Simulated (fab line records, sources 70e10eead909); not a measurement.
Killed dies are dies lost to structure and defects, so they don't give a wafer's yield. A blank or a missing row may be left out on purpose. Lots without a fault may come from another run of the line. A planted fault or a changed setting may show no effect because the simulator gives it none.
Chamber matching | flow nand_harc | NHARC_P_M0_CMP_23 on cmp-04: 4 sister chambers
The step polishes, t overpolish 20 s, target thk 117.53 nm. 14 wafers are shown with their chamber, then 7 later ones without.

WAFERS WITH THEIR CHAMBER
wafer  | chamber | motor_current_A (A) | slurry_filter_dp_kPa (kPa) | time_to_endpoint_s (s)
L074.1 | 0       | 12.6                | 13.73                      | 28.9
L074.3 | 2       | 12.4                | 13.47                      | 25.8
L074.4 | 1       | 11.2                | 13.36                      | 26.5
L077.1 | 3       | 10.4                | 13.44                      | 27.9
L077.2 | 1       | 10.5                | 13.53                      | 30.2
L077.4 | 0       | 12.8                | 13.64                      | 30.5
L082.1 | 0       | 11.9                | 13.72                      | 34.5
L082.2 | 1       | 10.9                | 13.37                      | 34.6
L082.4 | 2       | 12.1                | 13.54                      | 32.3
L084.3 | 3       | 11.1                | 13.31                      | 25.6
L084.4 | 0       | 12.6                | 13.48                      | 32.3
L084.5 | 2       | 12.9                | 13.42                      | 27.7
L087.2 | 0       | 12.4                | 13.53                      | 31.3
L087.3 | 3       | 10.6                | 13.61                      | 26.5

SIGNATURES (means of the wafers above)
reading              | chamber 0 | chamber 1 | chamber 2 | chamber 3 | scatter within a chamber
motor_current_A      | 12.460    | 10.867    | 12.467    | 10.700    | 0.361
slurry_filter_dp_kPa | 13.6200   | 13.4200   | 13.4767   | 13.4533   | 0.11
time_to_endpoint_s   | 31.500    | 30.433    | 28.600    | 26.667    | 2.75
Rule: a wafer's distance from a chamber is the root of the sum, over the readings, of the square of ((its reading less the chamber's mean) divided by the reading's scatter). The wafer belongs to the nearest chamber; if the next one is less than 2 further off, it can't be placed. The scatter: the root of (the sum of the squares of (reading less its chamber's mean) over the shown wafers, divided by (wafers less chambers)).

WAFERS WITHOUT THEIR CHAMBER
wafer  | motor_current_A (A) | slurry_filter_dp_kPa (kPa) | time_to_endpoint_s (s)
L087.5 | 11.1                | 13.69                      | 29.6
L090.2 | 10.4                | 13.39                      | 28.2
L090.4 | 11.2                | 13.53                      | 30.2
L090.6 | 10.5                | 13.34                      | 27.0
L093.1 | 12.6                | 13.27                      | 27.8
L093.3 | 10.6                | 13.61                      | 30.1
L093.5 | 11.2                | 13.57                      | 29.9

WHICH CHAMBER EACH WENT THROUGH
wafer  | from the rows above               | in truth
L087.5 | can't be placed: 1 or 3 or 0 or 2 | 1
L090.2 | can't be placed: 3 or 1           | 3
L090.4 | can't be placed: 1 or 3           | 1
L090.6 | can't be placed: 3 or 1           | 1
L093.1 | can't be placed: 2 or 0           | 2
L093.3 | can't be placed: 1 or 3           | 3
L093.5 | can't be placed: 1 or 3 or 0 or 2 | 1
Placed correctly: 0 of 7. Can't be placed from these rows: 7 (the true chamber is among the candidates in 7). Placed wrongly: 0.
